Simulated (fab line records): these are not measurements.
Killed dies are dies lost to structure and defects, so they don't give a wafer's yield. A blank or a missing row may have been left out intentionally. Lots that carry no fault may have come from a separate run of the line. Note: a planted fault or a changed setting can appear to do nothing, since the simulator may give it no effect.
8D (eight disciplines) problem report, filled in by code	flow n5_finfet	the parts of the form that need people (team, actions taken, sign-off) are left out

## 1. THE ISSUE
cd_nm at N5_BEOL_M1_CD_MEAS_28 reads a mean of 22.39 nm on 9 wafers of 3 lots; wafers without a fault read 23.98 nm with a standard deviation of 0.22. That is -7.2 standard deviations from the usual mean.
The step: target cd y 23.3 nm.
Earliest sighting: wafer L898.4 on cd_sem-01 at day 8 17:16. At this step, 27 wafers from 9 lots have a number in the record. By rule, "out" or "out of limits" means more than 4 standard deviations away from the usual mean. The rest of the wafers with a number are treated as sound.

## 2. WHAT THIS IS AND IS NOT
question	is	is not
which readings at this step	cd_nm	-
which lots	L898, L899, L901	L892, L894, L895, L900, L906, L910
which wafers of those lots	all that have a number	-
read on which gauges	cd_sem-01, cd_sem-02, cd_sem-03	-
when	from day 8 17:16	up to then (9 sound wafers); but 9 sound wafers of L900, L906, L910 came after

## 3. THE SUSPECTS, EACH WITH WHAT RULES IT OUT
Counting: any tool at a process step up to the reading is kept as a suspect provided that every lot that is out went through it and no sound lot did after the first of them.
- the gauge at N5_BEOL_M1_CD_MEAS_28 has been ruled out. Those wafers that are out were read across 3 gauges (cd_sem-01, cd_sem-02, cd_sem-03).
- euv_scanner-02 at N5_BEOL_M1_EXPOSE_25 (exposes mask V0, defocus 5 nm, target cd 24 nm): kept. It ran every lot that is out, first L898 (day 8 17:08), and no sound lot after that; its last sound lot up to then is L895 (day 7 18:52). On those wafers its own readings are out: exposure_dose_mJ_cm2.
Remaining after the count: euv_scanner-02 at N5_BEOL_M1_EXPOSE_25.

## 4. THE CAUSE (what the simulator had put in)
Process parameter drift: euv_scanner-02, from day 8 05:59 on, at N5_BEOL_M1_EXPOSE_25. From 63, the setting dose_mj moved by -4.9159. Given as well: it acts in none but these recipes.
Counting left only this tool.

## 5. SEQUENCE OF EFFECTS, ordered by route
Rows list readings where the struck wafers' mean (over those with a number) sits beyond 3 standard deviations from the usual. Only readings whose record carries a usual standard deviation are examined. hours: median over the lots of the time between each lot's start at the first step of this table that gives one and its start at this step. sigmas: the change, counted in usual standard deviations.
hours	step	reading	usual	on struck wafers	change	sigmas
0	N5_BEOL_M1_EXPOSE_25	exposure_dose_mJ_cm2	63.01	58.06	-4.95	-93
0	N5_BEOL_M1_CD_MEAS_28	cd_nm	23.98 nm	22.39	-1.59	-7.2
137	N5_BEOL_M4_RC_MEAS_101	CHAIN_V0	233 ohm/link	272	+39	+4.3
137	N5_BEOL_M4_RC_MEAS_101	CHAIN_V0_max_site	242 ohm/link	284	+42	+4.2
The process steps in it:
- N5_BEOL_M1_EXPOSE_25: exposes mask V0, defocus 5 nm, target cd 24 nm.

## 6. HOW IT WOULD HAVE BEEN CAUGHT EARLIER
The first out-of-limits reading at a measuring or inspecting step in this record came at day 8 17:16, 11 hours after the fault's start at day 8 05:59.
At N5_BEOL_M1_EXPOSE_25, the tool's own readings (exposure_dose_mJ_cm2) were out on each struck wafer the step has a row for, so an alarm limit on them would have fired on the first such wafer.
Of the lots that are out (3), L899, L901 began N5_BEOL_M1_EXPOSE_25 on euv_scanner-02 after day 8 17:16. A hold on the tool at that time would have spared those 2.
